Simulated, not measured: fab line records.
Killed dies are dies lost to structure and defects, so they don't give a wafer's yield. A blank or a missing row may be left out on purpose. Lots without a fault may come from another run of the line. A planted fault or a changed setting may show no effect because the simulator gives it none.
A lot that was struck, set against a sound lot || flow n5 finfet || 35 out of 1938 route steps
Sound: the wafers L818.1, L818.5, L818.6. Struck: wafer L825.4 (left out: L825.6, a lot-mate that was not struck); the cause follows at the end.
Order at every step that has rows: each side's tool, ch and its chambers, its first start. Under that, the readings that differ: sound wafers || struck wafers || difference of the means || sigmas: that difference in standard deviations of wafers without a fault.
alike: a reading whose means differ by less than 2 such deviations, as well as words and numbers matching on both sides. not compared: withheld readings; readings where some wafer has no value; bounds like >300 that might hide an equal value; numbers whose values overlap and for which the record gives no deviation.
A row with sigmas, a row that says differs or no value, or rows on one side alone: a step with any of these is where the two part. Numbers that don't overlap but have no deviation are shown without sigmas and don't part them. A reading that every wafer of one side lacks parts them only if that side has two wafers or more.

first, 12 steps without rows for these wafers: N5_SD_EPI_P_ETCH_37 (etches SOC in N2/H2, overetch 108 nm, time 486 s); N5_SD_EPI_P_STRIP_38 (strips in N2/H2); N5_SD_EPI_P_ETCHBACK_46 (etches SiNx in CH3F/O2, stops on SiO2, target depth 17.5 nm); N5_SD_EPI_P_ETCH_47 (etches SiOCN in CH3F/O2, target depth 25 nm); N5_SD_EPI_P_ETCH_16 (etches SiO2 in CHF3/O2, target depth 5 nm); N5_SD_EPI_P_STRIP_50 (strips in CHF3/O2); N5_SD_EPI_P_SD_RECESS_17 (chemistry HBr/Cl2/O2, target depth 39.1 nm, bt time 3 s); N5_SD_EPI_P_WET_ETCH_45 (etches SiO2 in dHF, time 10.7 s, target depth 2 nm, rinse time 30 s); N5_SD_EPI_P_STRIP_40 (strips in N2/H2); N5_SD_EPI_P_PRECLEAN_52 (cleans in O3/DIW, time 60 s); N5_SD_EPI_P_SRD_20 (time 30 s); N5_SD_EPI_P_PRECLEAN_51 (cleans in NF3:NH3, afs cycles 1, time 20 s, sublimation time 60 s).
N5_SD_EPI_P_VAPOR_ETCH_44: etches SiGe30 in NF3/Ar, time 3.3 s.
  sound on epi rpcvd-04 ch 0, day 6 08:22; struck on epi rpcvd-04 ch 0, day 7 19:56
then, 20 steps without rows for these wafers: N5_SD_EPI_P_EPI_21 (deposits SiGe:B, time 355 s); N5_SD_EPI_P_HM_STRIP_48 (strips SiNx in H3PO4, material SiNx, target depth 3 nm); N5_SD_EPI_P_SRD_49 (time 30 s); N5_SD_EPI_P_PRECLEAN_24 (cleans in O3/DIW, time 45 s); N5_SD_EPI_P_PRECLEAN_32 (cleans in dHF, time 10 s); N5_SD_EPI_P_PRECLEAN_33 (cleans in SC2, time 45 s); N5_SD_EPI_P_SRD_25 (time 30 s); N5_SD_ACTIVATION_RTA_00 (time 0 s); N5_SD_ACTIVATION_LSA_01 (time 0.0008 s); N5_ILD0_LINER_00 (material SiNx, target thk 4 nm, pulse time 1 s, purge time 2 s); N5_ILD0_FCVD_FILL_01 (material SiO2 flowable, target thk 200 nm, time 328.3 s); N5_ILD0_CURE_02 (time 1800 s); N5_ILD0_CMP_03 (polishes, stops on SiNx, t overpolish 1.9 s, target thk 197.38 nm); N5_ILD0_CMP_07 (polishes SiO2 flowable, stops on poly-Si, t overpolish 1.18 s, target thk 138.88 nm); N5_ILD0_PRECLEAN_10 (cleans in NF3:NH3, afs cycles 5, time 20 s, sublimation time 60 s); N5_ILD0_ALD_15 (deposits SiNx, target thk 24 nm, pulse time 1 s, ald cycles 480); N5_ILD0_CMP_12 (polishes SiNx, stops on poly-Si, t overpolish 6 s, target thk 17.67 nm); N5_SDB_HM_DEP_00 (deposits SiNx from SiH4/NH3/N2, target thk 40 nm, time 35.3 s); N5_SDB_COAT_03 (time 60 s, resist thk 100 nm); N5_SDB_COAT_04 (time 60 s, resist thk 18 nm).
-- the record jumps here: 7 days lie between the struck wafers' starts before and after (it left off in module SDB and takes up again in module BEOL_M4, whose first step shown is number 1111 of the route) --
N5_BEOL_M4_RC_MEAS_101:
  sound on prober-02 ch 0, day 12 22:34; struck on prober-02 ch 0, day 14 15:40
{"reading": "REXT_P (ohm.um)", "sound": "101.1 101.1 102.4", "struck": 92.8, "difference": -8.7, "sigmas": -5}
  alike: DIBL_N, DIBL_P, IOFF_N, IOFF_P, ION_N, ION_P, SS_N, SS_P, VT_N, VT_P
then, 1 step without rows for these wafers: N5_PASSIVATION_PROBE_49.

## WHERE THEY PART
Only at N5_BEOL_M4_RC_MEAS_101, within this record.

WHY: what the simulator had put in
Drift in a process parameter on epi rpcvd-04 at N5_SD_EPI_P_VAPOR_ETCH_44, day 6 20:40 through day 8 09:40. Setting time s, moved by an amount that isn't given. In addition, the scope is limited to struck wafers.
